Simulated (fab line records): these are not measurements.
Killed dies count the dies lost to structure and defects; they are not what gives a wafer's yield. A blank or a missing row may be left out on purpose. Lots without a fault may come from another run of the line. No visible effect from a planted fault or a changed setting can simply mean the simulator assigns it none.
Matching of chambers    flow nandHarc    rieDiel-13 running NHARC_P_ZERO_WELL_DESCUM_39: 4 sister chambers
The step chemistry O2, time 3 s. 14 wafers are shown with their chamber, then 7 later ones without.

== WAFERS, EACH WITH ITS CHAMBER ==
wafer   chamber  drypumpMotorCurrentA (A)  showerheadPlenumPTorr (Torr)  oesProductAu (a.u.)
L104.3  2        6.5                       1.90                          0.995
L104.4  1        5.4                       1.84                          1.006
L104.6  2        6.6                       1.90                          0.996
L105.1  3        5.5                       1.85                          0.995
L105.3  2        6.6                       1.90                          1.006
L105.6  1        5.3                       1.84                          1.003
L107.1  3        5.5                       1.85                          0.999
L107.2  2        6.6                       1.90                          0.997
L107.6  1        5.4                       1.84                          1.011
L110.3  3        5.5                       1.85                          0.996
L110.5  0        5.5                       1.79                          0.988
L110.6  3        5.5                       1.85                          0.990
L113.3  2        6.5                       1.89                          1.002
L113.5  3        5.5                       1.84                          1.002

SIGNATURES (means of the wafers above)
reading                chamber 0  chamber 1  chamber 2  chamber 3  scatter within a chamber
drypumpMotorCurrentA   5.500      5.367      6.560      5.500      0.0432
showerheadPlenumPTorr  1.7900     1.8400     1.8980     1.8480     0.004
oesProductAu           0.98800    1.00667    0.99920    0.99640    0.00448
Rule: distance of a wafer from a chamber = root of the sum over the readings of ((wafer's reading minus chamber's mean) / reading's scatter) squared. The wafer belongs to the nearest chamber; if the next one is less than 2 further off, it can't be placed. The scatter: take each reading less its chamber's mean, square it, sum over the shown wafers, divide by the number of wafers less the number of chambers, and take the root.

== WAFERS WHOSE CHAMBER IS MISSING ==
wafer   drypumpMotorCurrentA (A)  showerheadPlenumPTorr (Torr)  oesProductAu (a.u.)
L113.6  5.5                       1.78                          0.996
L123.1  5.5                       1.77                          0.994
L123.2  5.5                       1.83                          0.999
L123.5  6.5                       1.88                          0.987
L124.4  5.5                       1.83                          1.005
L124.5  5.4                       1.83                          1.011
L124.6  5.5                       1.77                          0.986

== EACH ONE'S CHAMBER ==
wafer   from the rows above      in truth
L113.6  0                        0
L123.1  0                        0
L123.2  can't be placed: 1 or 3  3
L123.5  2                        2
L124.4  can't be placed: 1 or 3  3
L124.5  1                        1
L124.6  0                        0
Correctly placed: 5 of 7. Not placeable from these rows: 2 (in 2, the candidates include the true chamber). Placed wrongly: 0.
